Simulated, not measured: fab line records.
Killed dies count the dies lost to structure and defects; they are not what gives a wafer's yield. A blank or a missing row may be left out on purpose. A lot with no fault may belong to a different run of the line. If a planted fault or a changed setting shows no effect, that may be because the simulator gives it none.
Chamber matching + flow nand_harc + NHARC_A_STAIRCASE_DESCUM_252 on rie_diel-03 has 4 sister chambers
The step chemistry O2, time 3 s. 14 wafers are shown with their chamber, then 7 later ones without.

WAFERS, EACH WITH ITS CHAMBER
| wafer  | chamber | drypump_motor_current_A (A) | showerhead_plenum_p_Torr (Torr) | rf_vpp_V (V) |
|--------|---------|-----------------------------|---------------------------------|--------------|
| L081.3 | 3       | 6.2                         | 1.90                            | 57.9         |
| L081.4 | 1       | 5.2                         | 2.06                            | 58.1         |
| L081.5 | 0       | 6.0                         | 1.91                            | 55.8         |
| L085.3 | 1       | 5.2                         | 2.06                            | 58.8         |
| L085.5 | 2       | 5.0                         | 1.87                            | 58.3         |
| L085.6 | 1       | 5.2                         | 2.06                            | 58.1         |
| L084.3 | 2       | 5.0                         | 1.86                            | 57.3         |
| L084.4 | 0       | 6.0                         | 1.91                            | 56.0         |
| L084.6 | 1       | 5.2                         | 2.06                            | 57.7         |
| L088.4 | 2       | 5.0                         | 1.86                            | 57.8         |
| L088.5 | 3       | 6.1                         | 1.89                            | 56.8         |
| L088.6 | 2       | 5.0                         | 1.86                            | 58.7         |
| L090.2 | 2       | 5.0                         | 1.86                            | 58.7         |
| L090.4 | 2       | 5.0                         | 1.86                            | 57.1         |

SIGNATURES (means of the wafers above)
| reading                  | chamber 0 | chamber 1 | chamber 2 | chamber 3 | scatter within a chamber |
|--------------------------|-----------|-----------|-----------|-----------|--------------------------|
| drypump_motor_current_A  | 6.000     | 5.200     | 5.000     | 6.150     | 0.0224                   |
| showerhead_plenum_p_Torr | 1.9100    | 2.0600    | 1.8617    | 1.8950    | 0.00365                  |
| rf_vpp_V                 | 55.900    | 58.175    | 57.983    | 57.350    | 0.605                    |
Rule: a wafer lies at a distance from a chamber equal to the root of the sum of squares, over the readings, of (its reading less the chamber's mean, divided by the reading's scatter). If the next closest chamber is less than 2 further off than the closest, the wafer can't be placed; otherwise it belongs to the closest. The scatter: take each reading less its chamber's mean, square it, sum over the shown wafers, divide by the number of wafers less the number of chambers, and take the root.

WAFERS WITH NO CHAMBER GIVEN
| wafer  | drypump_motor_current_A (A) | showerhead_plenum_p_Torr (Torr) | rf_vpp_V (V) |
|--------|-----------------------------|---------------------------------|--------------|
| L090.5 | 6.0                         | 1.90                            | 58.0         |
| L092.3 | 6.2                         | 1.89                            | 56.9         |
| L092.5 | 6.2                         | 1.89                            | 58.1         |
| L092.6 | 5.0                         | 1.86                            | 58.2         |
| L095.3 | 5.2                         | 2.04                            | 57.3         |
| L095.5 | 6.0                         | 1.90                            | 58.4         |
| L095.6 | 6.2                         | 1.88                            | 56.3         |

CHAMBER TAKEN BY EACH
| wafer  | from the rows above | in truth |
|--------|---------------------|----------|
| L090.5 | 0                   | 0        |
| L092.3 | 3                   | 3        |
| L092.5 | 3                   | 3        |
| L092.6 | 2                   | 2        |
| L095.3 | 1                   | 1        |
| L095.5 | 0                   | 0        |
| L095.6 | 3                   | 3        |
Correct placement for 7 of the 7. From these rows, 0 cannot be placed. Wrongly placed: 0.
